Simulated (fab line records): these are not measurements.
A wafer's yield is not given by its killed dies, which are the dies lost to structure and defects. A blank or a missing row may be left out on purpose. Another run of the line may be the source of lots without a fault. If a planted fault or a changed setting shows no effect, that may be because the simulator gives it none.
Which tool was responsible? -- flow n5_finfet -- 20 lots with 60 wafers sampled at 6 steps, on a route of 1938 steps

WHAT THE GAUGES READ, wafer by wafer
N5_BEOL_M1_CD_MEAS_18: pitch 36 nm, target cd 18 nm. Usual: cd_nm reads 18.0 nm (standard deviation 0.42).
lot,measured,on,cd_nm (nm),flag
L074,day 6 01:10,cd_sem-02,18.0 18.1 18.4,
L075,day 6 07:28,cd_sem-03,18.8 18.9 18.6,
L076,day 6 17:29,cd_sem-03,17.0 18.1 18.1,
L077,day 7 01:01,cd_sem-02,17.6 17.3 17.4,
L078,day 7 01:36,cd_sem-01,18.5 18.6 18.2,
L079,day 7 05:54,cd_sem-01,18.4 18.5 17.8,
L080,day 7 19:20,cd_sem-03,18.7 17.7 18.6,
L081,day 7 19:29,cd_sem-02,17.3 17.5 17.4,
L082,day 8 08:17,cd_sem-03,18.3 17.1 17.5,
L083,day 8 08:37,cd_sem-02,18.5 17.8 18.6,
L084,day 8 23:56,cd_sem-01,17.8 17.7 18.0,
L085,day 9 11:19,cd_sem-03,17.8 18.6 17.8,
L087,day 9 18:13,cd_sem-01,18.4 18.3 17.5,
L088,day 9 17:31,cd_sem-01,18.4 17.8 17.9,
L090,day 10 01:28,cd_sem-02,18.0 17.7 18.0,
L091,day 10 10:03,cd_sem-03,18.7 17.8 18.4,
L092,day 10 16:14,cd_sem-03,18.2 18.1 18.5,
L093,day 11 00:20,cd_sem-03,17.6 18.1 18.0,
L094,day 11 07:23,cd_sem-03,17.7 17.9 18.0,
L097,day 12 03:53,cd_sem-02,18.4 18.0 17.6,

WHICH TOOL RAN EACH LOT (tool, then ch and the chambers of the sampled wafers, then the start)
lot,N5_BEOL_M0_CUTY_DESCUM_61,N5_BEOL_M0_CUTY_ETCH_63,N5_BEOL_M0_STRIP_142,N5_BEOL_M1_HM_DEP_02,N5_BEOL_M1_ETCH_74
L074,"rie_diel-01 ch 2,3, day 5 15:33","rie_diel-01 ch 2,3, day 5 15:38","rie_diel-05 ch 0,1,2, day 5 18:13","pvd_sputter-02, day 6 00:02","rie_diel-02 ch 0,1, day 6 00:46"
L075,"rie_diel-05 ch 1,2, day 5 22:32","rie_diel-05 ch 1,2, day 5 22:37","rie_diel-05 ch 0,1,2, day 6 00:30","pvd_sputter-01, day 6 06:27","rie_diel-04 ch 2,3, day 6 07:00"
L076,"rie_diel-05 ch 2,3, day 6 09:07","rie_diel-05 ch 2,3, day 6 09:12","rie_diel-05 ch 0,1,2, day 6 10:40","pvd_sputter-03, day 6 16:24","rie_diel-04 ch 0,2,3, day 6 17:05"
L077,"rie_diel-03 ch 0,2, day 6 13:35","rie_diel-03 ch 0,2, day 6 13:40","rie_diel-05 ch 0,2,3, day 6 16:43","pvd_sputter-02, day 6 23:56","rie_diel-04 ch 1,2, day 7 00:36"
L078,"rie_diel-01 ch 0,1,2, day 6 17:25","rie_diel-01 ch 0,1,2, day 6 17:31","rie_diel-03 ch 1,3, day 6 18:27","pvd_sputter-01, day 7 00:26","rie_diel-06 ch 0,3, day 7 01:12"
L079,"rie_diel-01 ch 2,3, day 7 00:17","rie_diel-01 ch 2,3, day 7 00:22","rie_diel-05 ch 0,3, day 7 00:58","pvd_sputter-03, day 7 04:52","rie_diel-02 ch 1,2, day 7 05:25"
L080,"rie_diel-05 ch 1,2,3, day 7 07:50","rie_diel-05 ch 1,2,3, day 7 07:55","rie_diel-01 ch 1,2,3, day 7 10:18","pvd_sputter-03, day 7 17:59","rie_diel-06 ch 2,3, day 7 18:40"
L081,"rie_diel-03 ch 1,3, day 7 10:56","rie_diel-03 ch 1,3, day 7 11:01","rie_diel-01 ch 1,2,3, day 7 12:59","pvd_sputter-03, day 7 18:20","rie_diel-04 ch 0,3, day 7 18:58"
L082,"rie_diel-05 ch 0,1,2, day 8 01:20","rie_diel-05 ch 0,1,2, day 8 01:25","rie_diel-05 ch 1,2, day 8 03:16","pvd_sputter-01, day 8 07:11","rie_diel-04 ch 0,1, day 8 07:53"
L083,"rie_diel-03 ch 0,2,3, day 8 02:10","rie_diel-03 ch 0,2,3, day 8 02:15","rie_diel-01 ch 0,1,3, day 8 03:16","pvd_sputter-02, day 8 07:29","rie_diel-02 ch 0,2,3, day 8 08:13"
L084,"rie_diel-05 ch 1,2,3, day 8 16:31","rie_diel-05 ch 1,2,3, day 8 16:36","rie_diel-03 ch 1,3, day 8 17:45","pvd_sputter-02, day 8 22:59","rie_diel-04 ch 1,2,3, day 8 23:32"
L085,"rie_diel-01 ch 0,1,2, day 8 19:49","rie_diel-01 ch 0,1,2, day 8 19:53","rie_diel-03 ch 0,1,3, day 9 01:39","pvd_sputter-02, day 9 10:14","rie_diel-02 ch 2,3, day 9 10:55"
L087,"rie_diel-03 ch 1,3, day 9 03:43","rie_diel-03 ch 1,3, day 9 03:48","rie_diel-03 ch 1,2,3, day 9 11:09","pvd_sputter-01, day 9 17:10","rie_diel-06 ch 0,2,3, day 9 17:49"
L088,"rie_diel-01 ch 0,2, day 9 06:30","rie_diel-01 ch 0,2, day 9 06:35","rie_diel-05 ch 2,3, day 9 11:02","pvd_sputter-02, day 9 16:34","rie_diel-06 ch 0,2,3, day 9 17:06"
L090,"rie_diel-01 ch 0,1, day 9 19:03","rie_diel-01 ch 0,1, day 9 19:08","rie_diel-03 ch 2,3, day 9 19:59","pvd_sputter-03, day 10 00:31","rie_diel-06 ch 1,2, day 10 01:04"
L091,"rie_diel-05 ch 0,1,2, day 10 02:38","rie_diel-05 ch 0,1,2, day 10 02:43","rie_diel-03 ch 0,3, day 10 04:44","pvd_sputter-02, day 10 08:59","rie_diel-02 ch 2,3, day 10 09:39"
L092,"rie_diel-05 ch 2,3, day 10 05:21","rie_diel-05 ch 2,3, day 10 05:26","rie_diel-01 ch 0,2,3, day 10 08:45","pvd_sputter-02, day 10 15:07","rie_diel-04 ch 2,3, day 10 15:45"
L093,"rie_diel-05 ch 0,2, day 10 14:27","rie_diel-05 ch 0,2, day 10 14:32","rie_diel-01 ch 0,3, day 10 15:26","pvd_sputter-02, day 10 23:16","rie_diel-04 ch 0,1,2, day 10 23:56"
L094,"rie_diel-05 ch 1,2,3, day 10 21:22","rie_diel-05 ch 1,2,3, day 10 21:27","rie_diel-01 ch 0,1,3, day 10 23:40","pvd_sputter-01, day 11 06:01","rie_diel-02 ch 1,2,3, day 11 06:59"
L097,"rie_diel-05 ch 1,3, day 11 14:33","rie_diel-05 ch 1,3, day 11 14:38","rie_diel-01 ch 0,2, day 11 17:31","pvd_sputter-03, day 11 23:53","rie_diel-04 ch 0,2, day 12 03:29"
- N5_BEOL_M0_CUTY_DESCUM_61: chemistry O2, time 7.9 s.
- N5_BEOL_M0_CUTY_ETCH_63: etches SOC in N2/H2, target depth 82.7 nm, overetch 16.5 nm, time 124 s.
- N5_BEOL_M0_STRIP_142: strips in N2/H2, time 10 s.
- N5_BEOL_M1_HM_DEP_02: deposits TiN, target thk 20 nm.
- N5_BEOL_M1_ETCH_74: etches underlayer in N2/H2, target depth 6.5 nm, time 5.2 s.

WHAT THE TOOLS THEMSELVES READ (means of the sampled wafers that have a number; where no wafer has one, the mark that the record gives instead)
N5_BEOL_M0_CUTY_DESCUM_61. Usual: chamber_pressure_mTorr 20.000 mTorr, standard deviation 0.018; drypump_motor_current_A 5.6 A, standard deviation 0.47; oes_product_au 0.80 a.u., standard deviation 0.097; rf_vpp_V 243.2 V, standard deviation 1.5; showerhead_plenum_p_Torr 2.11 Torr, standard deviation 0.076; throttle_valve_pct 20.5 %, standard deviation 0.31.
lot,tool,chamber_pressure_mTorr (mTorr),drypump_motor_current_A (A),oes_product_au (a.u.),rf_vpp_V (V),showerhead_plenum_p_Torr (Torr),throttle_valve_pct (%),flag
L074,rie_diel-01,20.006,5.8,0.74,242.0,2.05,20.8,
L075,rie_diel-05,19.988,5.6,0.73,242.5,2.07,20.6,
L076,rie_diel-05,19.996,5.9,0.78,243.4,2.08,20.4,
L077,rie_diel-03,19.993,5.7,0.81,242.6,2.07,20.6,
L078,rie_diel-01,19.994,5.6,0.69,243.8,2.11,21.0,
L079,rie_diel-01,20.003,5.7,0.76,243.0,2.08,20.5,
L080,rie_diel-05,19.991,5.8,0.80,242.6,2.07,20.5,
L081,rie_diel-03,20.003,5.2,0.72,243.2,2.04,20.5,
L082,rie_diel-05,19.993,5.4,0.78,242.7,2.09,20.5,
L083,rie_diel-03,20.006,5.6,0.81,243.9,2.14,20.5,
L084,rie_diel-05,19.990,5.9,0.79,242.0,2.06,20.5,
L085,rie_diel-01,20.012,5.6,0.87,244.4,2.20,20.7,
L087,rie_diel-03,20.000,5.3,0.84,244.1,2.20,20.3,
L088,rie_diel-01,19.996,5.9,0.96,245.3,2.23,20.6,
L090,rie_diel-01,20.026,5.3,0.75,244.2,2.15,20.8,
L091,rie_diel-05,20.009,5.4,0.76,243.3,2.08,20.5,
L092,rie_diel-05,19.974,6.1,0.81,242.8,2.07,20.3,
L093,rie_diel-05,19.997,5.4,0.72,243.4,2.08,20.5,
L094,rie_diel-05,20.014,5.9,0.76,242.3,2.06,20.5,
L097,rie_diel-05,19.995,6.1,0.82,242.2,2.06,20.3,

N5_BEOL_M0_CUTY_ETCH_63. Usual: chamber_pressure_mTorr 29.999 mTorr, standard deviation 0.026; drypump_motor_current_A 5.6 A, standard deviation 0.47; oes_product_au 0.66 a.u., standard deviation 0.075; rf_vpp_V 523.9 V, standard deviation 2.8; showerhead_plenum_p_Torr 2.53 Torr, standard deviation 0.095; throttle_valve_pct 17.7 %, standard deviation 0.41.
lot,tool,chamber_pressure_mTorr (mTorr),drypump_motor_current_A (A),oes_product_au (a.u.),rf_vpp_V (V),showerhead_plenum_p_Torr (Torr),throttle_valve_pct (%),flag
L074,rie_diel-01,29.981,5.8,0.61,522.1,2.44,17.9,
L075,rie_diel-05,30.011,5.7,0.60,522.9,2.48,17.8,
L076,rie_diel-05,30.002,6.0,0.64,523.0,2.48,17.6,
L077,rie_diel-03,29.985,5.7,0.65,524.3,2.51,18.0,
L078,rie_diel-01,29.995,5.6,0.57,523.9,2.54,18.2,
L079,rie_diel-01,29.977,5.7,0.63,522.3,2.50,17.6,
L080,rie_diel-05,29.983,5.9,0.67,522.8,2.47,17.6,
L081,rie_diel-03,30.021,5.1,0.59,521.3,2.49,17.9,
L082,rie_diel-05,30.026,5.3,0.64,522.9,2.51,17.7,
L083,rie_diel-03,29.995,5.6,0.67,525.2,2.59,17.7,
L084,rie_diel-05,29.997,5.9,0.65,522.1,2.46,17.6,
L085,rie_diel-01,30.005,5.6,0.71,526.5,2.64,18.0,
L087,rie_diel-03,29.999,5.3,0.70,527.4,2.68,17.6,
L088,rie_diel-01,30.000,5.9,0.78,527.3,2.66,17.7,
L090,rie_diel-01,29.978,5.3,0.62,525.6,2.62,18.2,
L091,rie_diel-05,29.998,5.3,0.63,522.5,2.50,17.7,
L092,rie_diel-05,29.977,6.1,0.67,523.2,2.46,17.4,
L093,rie_diel-05,29.985,5.4,0.60,523.6,2.52,17.7,
L094,rie_diel-05,30.009,5.9,0.63,522.2,2.45,17.6,
L097,rie_diel-05,29.974,6.1,0.69,521.7,2.44,17.3,

N5_BEOL_M0_STRIP_142. Usual: chamber_pressure_mTorr 20.001 mTorr, standard deviation 0.019; drypump_motor_current_A 5.6 A, standard deviation 0.43; oes_product_au 0.81 a.u., standard deviation 0.098; rf_vpp_V 59.3 V, standard deviation 0.92; showerhead_plenum_p_Torr 2.56 Torr, standard deviation 0.095; throttle_valve_pct 23.4 %, standard deviation 0.53.
lot,tool,chamber_pressure_mTorr (mTorr),drypump_motor_current_A (A),oes_product_au (a.u.),rf_vpp_V (V),showerhead_plenum_p_Torr (Torr),throttle_valve_pct (%),flag
L074,rie_diel-05,20.026,5.4,0.80,59.8,2.51,23.3,
L075,rie_diel-05,19.991,5.3,0.80,59.5,2.51,23.3,
L076,rie_diel-05,19.990,5.3,0.80,59.0,2.51,23.3,
L077,rie_diel-05,19.992,5.6,0.85,60.0,2.52,23.1,
L078,rie_diel-03,19.988,5.3,0.76,60.2,2.58,23.3,
L079,rie_diel-05,20.004,5.8,0.94,58.3,2.51,22.8,
L080,rie_diel-01,20.014,5.5,0.72,58.8,2.52,23.8,
L081,rie_diel-01,19.987,5.5,0.72,59.0,2.52,23.8,
L082,rie_diel-05,19.998,5.7,0.74,59.6,2.45,23.5,
L083,rie_diel-01,20.011,5.5,0.80,58.5,2.59,23.8,
L084,rie_diel-03,20.011,5.3,0.85,59.2,2.68,23.3,
L085,rie_diel-03,20.018,5.3,0.83,59.3,2.60,23.7,
L087,rie_diel-03,20.015,5.5,0.87,59.9,2.68,23.2,
L088,rie_diel-05,20.000,6.1,0.82,59.8,2.46,23.0,
L090,rie_diel-03,19.983,5.6,0.81,59.8,2.66,23.1,
L091,rie_diel-03,19.989,5.4,0.76,58.3,2.57,23.6,
L092,rie_diel-01,20.012,5.8,0.87,60.5,2.60,23.4,
L093,rie_diel-01,19.998,5.7,0.80,59.3,2.55,23.3,
L094,rie_diel-01,19.982,5.5,0.77,59.1,2.58,23.8,
L097,rie_diel-01,20.002,5.8,0.88,59.6,2.61,23.6,

N5_BEOL_M1_HM_DEP_02. Usual: susceptor_temp_C 25.01 C, standard deviation 0.11; throttle_valve_pct 29.9 %, standard deviation 1.
lot,tool,susceptor_temp_C (C),throttle_valve_pct (%),flag
L074,pvd_sputter-02,25.17,29.7,
L075,pvd_sputter-01,24.93,29.9,
L076,pvd_sputter-03,24.97,30.0,
L077,pvd_sputter-02,24.89,30.4,
L078,pvd_sputter-01,25.06,29.9,
L079,pvd_sputter-03,24.95,29.4,
L080,pvd_sputter-03,24.96,29.8,
L081,pvd_sputter-03,24.98,30.8,
L082,pvd_sputter-01,25.01,30.1,
L083,pvd_sputter-02,25.10,30.0,
L084,pvd_sputter-02,25.03,30.8,
L085,pvd_sputter-02,24.93,29.4,
L087,pvd_sputter-01,24.97,29.9,
L088,pvd_sputter-02,25.00,30.3,
L090,pvd_sputter-03,25.06,30.8,
L091,pvd_sputter-02,24.85,29.0,
L092,pvd_sputter-02,24.93,29.1,
L093,pvd_sputter-02,25.04,30.3,
L094,pvd_sputter-01,25.00,30.7,
L097,pvd_sputter-03,25.07,29.6,

N5_BEOL_M1_ETCH_74. Usual: for chamber_pressure_mTorr, 30.00 mTorr with a standard deviation of 0.042; for drypump_motor_current_A, 5.5 A with a standard deviation of 0.35; for etch_rf_on_time_s, 5.23 s with a standard deviation of 0.16; for oes_product_au, 0.67 a.u. with a standard deviation of 0.075; for rf_vpp_V, 523.7 V with a standard deviation of 2.9; for showerhead_plenum_p_Torr, 2.55 Torr with a standard deviation of 0.099; for throttle_valve_pct, 17.91 % with a standard deviation of 0.22.
lot,tool,chamber_pressure_mTorr (mTorr),drypump_motor_current_A (A),etch_rf_on_time_s (s),oes_product_au (a.u.),rf_vpp_V (V),showerhead_plenum_p_Torr (Torr),throttle_valve_pct (%),flag
L074,rie_diel-02,29.99,5.6,5.20,0.61,522.1,2.52,18.02,
L075,rie_diel-04,30.00,5.6,5.37,0.63,522.4,2.50,17.77,
L076,rie_diel-04,29.99,5.6,5.34,0.66,521.6,2.52,17.79,
L077,rie_diel-04,30.00,5.2,5.44,0.60,523.0,2.48,17.95,
L078,rie_diel-06,29.99,5.5,5.06,0.68,525.0,2.69,17.94,
L079,rie_diel-02,29.98,5.9,5.18,0.68,522.7,2.49,17.72,
L080,rie_diel-06,29.98,5.8,5.17,0.68,525.1,2.61,17.83,
L081,rie_diel-04,29.99,5.6,5.26,0.70,523.8,2.53,17.84,
L082,rie_diel-04,29.94,5.4,5.28,0.69,521.2,2.49,17.88,
L083,rie_diel-02,29.97,5.4,5.17,0.72,524.5,2.57,17.99,
L084,rie_diel-04,30.01,5.4,5.32,0.60,522.1,2.52,17.94,
L085,rie_diel-02,29.99,5.7,5.06,0.77,526.6,2.63,17.97,
L087,rie_diel-06,30.00,5.6,5.12,0.68,526.4,2.64,17.92,
L088,rie_diel-06,30.03,5.6,5.14,0.68,525.1,2.65,17.91,
L090,rie_diel-06,30.01,5.6,5.05,0.70,522.9,2.50,18.00,
L091,rie_diel-02,30.01,5.8,5.07,0.78,524.3,2.55,17.70,
L092,rie_diel-04,30.00,5.6,5.38,0.60,522.7,2.48,17.82,
L093,rie_diel-04,30.01,5.5,5.40,0.62,521.8,2.46,17.90,
L094,rie_diel-02,29.99,5.8,5.13,0.70,524.2,2.55,17.87,
L097,rie_diel-04,30.02,5.7,5.36,0.67,521.9,2.45,17.81,

THE ANSWER, worked out from the rows above alone
Rule: lot off if the mean of its wafers having a number is beyond 3 standard deviations from the usual mean. A lot without any number at a reading at which 4 lots or more have one is off too. All remaining lots with rows at the step are treated as sound. The gauges are gone through in route order, then the tools' own readings, and for those a lot's mean is taken as printed above. At the first step where some lot is off, the reading lying furthest off is the one used; lots without a number count as furthest.
No lot is off on any of the readings shown, so nothing can be concluded from this.

WHAT HAD BEEN PUT IN BY THE SIMULATOR
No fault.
